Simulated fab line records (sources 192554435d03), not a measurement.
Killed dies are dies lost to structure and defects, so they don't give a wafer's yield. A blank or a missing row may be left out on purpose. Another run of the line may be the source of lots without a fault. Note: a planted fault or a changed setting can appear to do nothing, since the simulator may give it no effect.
Split-lot study || flow n5Finfet || 7 lots, 21 wafers read, on a route of 1938 steps

== ABOUT THE SPLIT ==
At N5_BEOL_M3_EXPOSE_08 (exposes mask M3), the setting doseMj was moved away from the recipe's 33 on 5 of the 21 wafers read, by -7.4% to +7.3%. The other wafers ran this setting at the recipe's value.

== FROM THE SPLIT TO THE READING: what the file shows between them, 16 steps ==
- N5_BEOL_M3_PEB_09: peb time 60 s
- N5_BEOL_M3_DEVELOP_10: develop time 30 s
- N5_BEOL_M3_CD_MEAS_11: target cd 17.05 nm
- N5_BEOL_M3_DESCUM_16: chemistry O2, time 7 s
- N5_BEOL_M3_ETCH_74: etches underlayer in N2/H2, target depth 6.5 nm, time 5.2 s
- N5_BEOL_M3_ETCH_63: etches SiARC in CF4, target depth 15.6 nm, time 26 s
- N5_BEOL_M3_ETCH_64: etches SOC in N2/H2, target depth 75 nm, overetch 15 nm, time 112.5 s
- N5_BEOL_M3_STRIP_65: strips in N2/H2
- N5_BEOL_M3_STRIP_75: strips in N2/H2
- N5_BEOL_M3_HM_OPEN_17: chemistry Cl2/BCl3, target TiN, target depth 20 nm, overetch 6 nm
- N5_BEOL_M3_STRIP_19: strips in O2
- N5_BEOL_M3_CD_MEAS_18: pitch 36 nm, target cd 18 nm
- N5_BEOL_M3_COAT_67: time 60 s, resist thk 60 nm
- N5_BEOL_M3_COAT_68: time 60 s, resist thk 12 nm
- N5_BEOL_M3_PRECLEAN_42: cleans in residue remover, time 60 s
- N5_BEOL_M3_SRD_43: time 30 s

== THE READING ==
cdNm, in nm, at N5_BEOL_M3_CD_MEAS_35 (target cd 18 nm, target cd y 21 nm). Typical for fault-free wafers on this fab line: 18.0 nm, with standard deviation 0.32 nm.

{"wafer": "L075.1", "tool, chamber at the split": "euvScanner-01, 0", "doseMj as run": 33, "against the recipe": "recipe", "cdNm, nm": 17.9, "against lot-mates on the recipe": "-"}
{"wafer": "L075.4", "tool, chamber at the split": "euvScanner-01, 0", "doseMj as run": 35.23, "against the recipe": "+6.8%", "cdNm, nm": 19.2, "against lot-mates on the recipe": "+1.3"}
{"wafer": "L075.5", "tool, chamber at the split": "euvScanner-01, 0", "doseMj as run": 35.23, "against the recipe": "+6.8%", "cdNm, nm": 19.2, "against lot-mates on the recipe": "+1.3"}
{"wafer": "L076.1", "tool, chamber at the split": "euvScanner-02, 0", "doseMj as run": 30.55, "against the recipe": "-7.4%", "cdNm, nm": 16.6, "against lot-mates on the recipe": -1.6}
{"wafer": "L076.4", "tool, chamber at the split": "euvScanner-02, 0", "doseMj as run": 33, "against the recipe": "recipe", "cdNm, nm": 18.4, "against lot-mates on the recipe": "-"}
{"wafer": "L076.5", "tool, chamber at the split": "euvScanner-02, 0", "doseMj as run": 33, "against the recipe": "recipe", "cdNm, nm": 18.1, "against lot-mates on the recipe": "-"}
{"wafer": "L084.1", "tool, chamber at the split": "euvScanner-02, 0", "doseMj as run": 33, "against the recipe": "recipe", "cdNm, nm": 17.5, "against lot-mates on the recipe": "-"}
{"wafer": "L084.4", "tool, chamber at the split": "euvScanner-02, 0", "doseMj as run": 35.35, "against the recipe": "+7.1%", "cdNm, nm": 18.5, "against lot-mates on the recipe": "+0.8"}
{"wafer": "L084.5", "tool, chamber at the split": "euvScanner-02, 0", "doseMj as run": 33, "against the recipe": "recipe", "cdNm, nm": 18.0, "against lot-mates on the recipe": "-"}
{"wafer": "L091.3", "tool, chamber at the split": "euvScanner-01, 0", "doseMj as run": 33, "against the recipe": "recipe", "cdNm, nm": 18.0, "against lot-mates on the recipe": "-"}
{"wafer": "L091.4", "tool, chamber at the split": "euvScanner-01, 0", "doseMj as run": 33, "against the recipe": "recipe", "cdNm, nm": 18.4, "against lot-mates on the recipe": "-"}
{"wafer": "L091.5", "tool, chamber at the split": "euvScanner-01, 0", "doseMj as run": 33, "against the recipe": "recipe", "cdNm, nm": 17.7, "against lot-mates on the recipe": "-"}
{"wafer": "L095.1", "tool, chamber at the split": "euvScanner-01, 0", "doseMj as run": 33, "against the recipe": "recipe", "cdNm, nm": 17.7, "against lot-mates on the recipe": "-"}
{"wafer": "L095.2", "tool, chamber at the split": "euvScanner-01, 0", "doseMj as run": 33, "against the recipe": "recipe", "cdNm, nm": 17.8, "against lot-mates on the recipe": "-"}
{"wafer": "L095.5", "tool, chamber at the split": "euvScanner-01, 0", "doseMj as run": 33, "against the recipe": "recipe", "cdNm, nm": 18.1, "against lot-mates on the recipe": "-"}
{"wafer": "L094.1", "tool, chamber at the split": "euvScanner-02, 0", "doseMj as run": 33, "against the recipe": "recipe", "cdNm, nm": 18.5, "against lot-mates on the recipe": "-"}
{"wafer": "L094.4", "tool, chamber at the split": "euvScanner-02, 0", "doseMj as run": 33, "against the recipe": "recipe", "cdNm, nm": 18.7, "against lot-mates on the recipe": "-"}
{"wafer": "L094.6", "tool, chamber at the split": "euvScanner-02, 0", "doseMj as run": 33, "against the recipe": "recipe", "cdNm, nm": 18.0, "against lot-mates on the recipe": "-"}
{"wafer": "L097.1", "tool, chamber at the split": "euvScanner-01, 0", "doseMj as run": 33, "against the recipe": "recipe", "cdNm, nm": 18.1, "against lot-mates on the recipe": "-"}
{"wafer": "L097.2", "tool, chamber at the split": "euvScanner-01, 0", "doseMj as run": 35.4, "against the recipe": "+7.3%", "cdNm, nm": 19.4, "against lot-mates on the recipe": "+1.3"}
{"wafer": "L097.3", "tool, chamber at the split": "euvScanner-01, 0", "doseMj as run": 33, "against the recipe": "recipe", "cdNm, nm": 18.1, "against lot-mates on the recipe": "-"}

FIT RESULTS
A straight line over all 21 wafers: cdNm changes by +0.159 nm for each +1% of doseMj; r = +0.86; the points scatter about the line by 0.33 nm.
The same after taking each lot's own level away (the mean of its wafers on the recipe; 21 wafers): +0.181 nm for each +1%; r = +0.93; scatter 0.24 nm.
According to that fit, moving doseMj by its largest amount changes the reading by 1.3 nm.
The span of the lots' own levels, 17.75 to 18.40 nm, comes to 2.0 times the standard deviation stated above.
So the slope is not independent of the lot-to-lot level: the two fits are not the same.
Check: -1.23 nm against its lot-mates is what the line predicts for one of the wafers moved furthest among these (-7.4%) when that wafer is left out of the fit. Against them it came out at -1.65 nm.

== THE WHOLE CHAIN: every reading that the file lists as answering this split, in the file's order ==
{"step": "N5_BEOL_M3_CD_MEAS_11", "what it does": "target cd 17.05 nm", "reading": "cdNm", "change (the file's fit)": "+0.212 nm for each +1% of the setting", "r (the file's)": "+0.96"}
{"step": "N5_BEOL_M3_ETCH_74", "what it does": "etches underlayer in N2/H2, target depth 6.5 nm, time 5.2 s", "reading": "BEOL_M3.cdOffsetNm (the simulator's own value, which no gauge read)", "change (the file's fit)": "+0.21 nm for each +1% of the setting", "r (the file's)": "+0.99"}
{"step": "N5_BEOL_M3_ETCH_63", "what it does": "etches SiARC in CF4, target depth 15.6 nm, time 26 s", "reading": "BEOL_M3.cdOffsetNm (the simulator's own value, which no gauge read)", "change (the file's fit)": "+0.2 nm for each +1% of the setting", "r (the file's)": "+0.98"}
{"step": "N5_BEOL_M3_ETCH_64", "what it does": "etches SOC in N2/H2, target depth 75 nm, overetch 15 nm, time 112.5 s", "reading": "BEOL_M3.cdOffsetNm (the simulator's own value, which no gauge read)", "change (the file's fit)": "+0.185 nm for each +1% of the setting", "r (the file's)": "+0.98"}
{"step": "N5_BEOL_M3_CD_MEAS_18", "what it does": "pitch 36 nm, target cd 18 nm", "reading": "cdNm", "change (the file's fit)": "+0.207 nm for each +1% of the setting", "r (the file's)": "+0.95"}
{"step": "N5_BEOL_M3_CD_MEAS_35", "what it does": "target cd 18 nm, target cd y 21 nm", "reading": "cdNm", "change (the file's fit)": "+0.172 nm for each +1% of the setting", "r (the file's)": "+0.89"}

== THE FILE'S OWN FIT ==
cdNm changes by +0.172 nm for each +1% of doseMj, r = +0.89.
